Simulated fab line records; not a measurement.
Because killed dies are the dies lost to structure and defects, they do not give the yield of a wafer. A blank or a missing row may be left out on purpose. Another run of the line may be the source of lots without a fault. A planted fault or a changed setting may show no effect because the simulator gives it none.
A struck lot beside a sound one / flow nandHarc / 14 steps out of a route of 1302
Sound: wafers L612.1, L612.4, L612.6. Struck: wafer L617.2 (left out: L617.4, a lot-mate that was not struck); the cause follows at the end.
Each step with rows lists, per side, the tool, then ch with its chambers, then its first start. Under that, the readings that differ: sound wafers / struck wafers / difference of the means / sigmas: that difference in standard deviations of wafers without a fault.
alike: readings whose means differ by less than 2 such deviations, and words and numbers that are the same on both sides. not compared: withheld readings, readings that some wafer has no value for, bounds like >300 that may hide the same value, and numbers for which the record gives no deviation and whose values overlap.
The two part at a step that has a row with sigmas, a row that says differs or no value, or rows on one side only. Numbers that have no deviation but don't overlap get no sigmas and don't part them. A reading missing from all wafers of one side parts the sides only when that side holds two or more wafers.

first, 7 steps without rows for these wafers: NHARC_A_CONTACT_COAT_87 (time 65 s); NHARC_A_CONTACT_COAT_02 (resist thk 90 nm); NHARC_A_CONTACT_SOFTBAKE_03 (time 55 s); NHARC_A_CONTACT_EBR_04; NHARC_A_CONTACT_EXPOSE_05 (exposes mask A CC); NHARC_A_CONTACT_PEB_06 (peb time 65 s); NHARC_A_CONTACT_DEVELOP_07 (develop time 35 s).
NHARC_A_CONTACT_CD_MEAS_08: the cd target is 200 nm.
  sound on cdSem-01 ch 0, day 25 08:26; struck on cdSem-02 ch 0, day 28 01:44
  alike: cdNm
NHARC_A_CONTACT_OVL_MEAS_09:
  sound: overlay-01 at day 25 08:31; struck: overlay-02 at day 28 01:50
  alike: overlayXNm, overlayYNm
NHARC_A_CONTACT_INSPECT_10:
  sound: defectInspect-02 at day 25 08:34; struck: defectInspect-01 at day 28 01:52
  alike: rawDefectCount
NHARC_A_CONTACT_DESCUM_13: chemistry O2, time 3 s.
  sound on rieDiel-04 ch 0,3, day 25 08:37; struck on rieDiel-04 ch 2, day 28 01:56
  alike: drypumpMotorCurrentA, oesProductAu, rfVppV, showerheadPlenumPTorr, throttleValvePct
  not compared: rfHoursCounterH
NHARC_A_CONTACT_ETCH_88: etches the open film in CF4, target depth 39 nm, time 65 s.
  sound on rieDiel-04 ch 0,2,3, day 25 08:42; struck on rieDiel-04 ch 3, day 28 02:01
  alike: drypumpMotorCurrentA, oesProductAu, rfVppV, showerheadPlenumPTorr, throttleValvePct
  not compared: rfHoursCounterH
NHARC_A_CONTACT_ETCH_89: etches the open film in N2/H2, target depth 260 nm, time 475.3 s.
  sound on rieDiel-04 ch 0,1,3, day 25 08:52; struck on rieDiel-04 ch 2, day 28 02:06
reading=oesProductAu (a.u.); sound=1.013 0.999 0.987; struck=0.876; difference=-0.124; sigmas=-10
  alike: drypumpMotorCurrentA, rfVppV, showerheadPlenumPTorr, throttleValvePct
  not compared: rfHoursCounterH
NHARC_A_CONTACT_ETCH_30: etches the open film in CF4/CHF3, target depth 72.6 nm, time 36.3 s.
  sound on rieDiel-04 ch 1,2,3; struck on rieDiel-04 ch 3
reading=throttleValvePct (%); sound=16.820 16.815 16.815; struck=16.787; difference=-0.030; sigmas=-3
  alike: drypumpMotorCurrentA, oesProductAu, rfVppV, showerheadPlenumPTorr
  not compared: rfHoursCounterH

## WHERE THEY PART
Last at NHARC_A_CONTACT_ETCH_30 as far as this record goes, first at NHARC_A_CONTACT_ETCH_89.

WHY: what had been put in by the simulator
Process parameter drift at NHARC_A_CONTACT_ETCH_89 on rieDiel-04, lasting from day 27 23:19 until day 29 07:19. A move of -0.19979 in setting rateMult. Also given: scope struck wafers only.
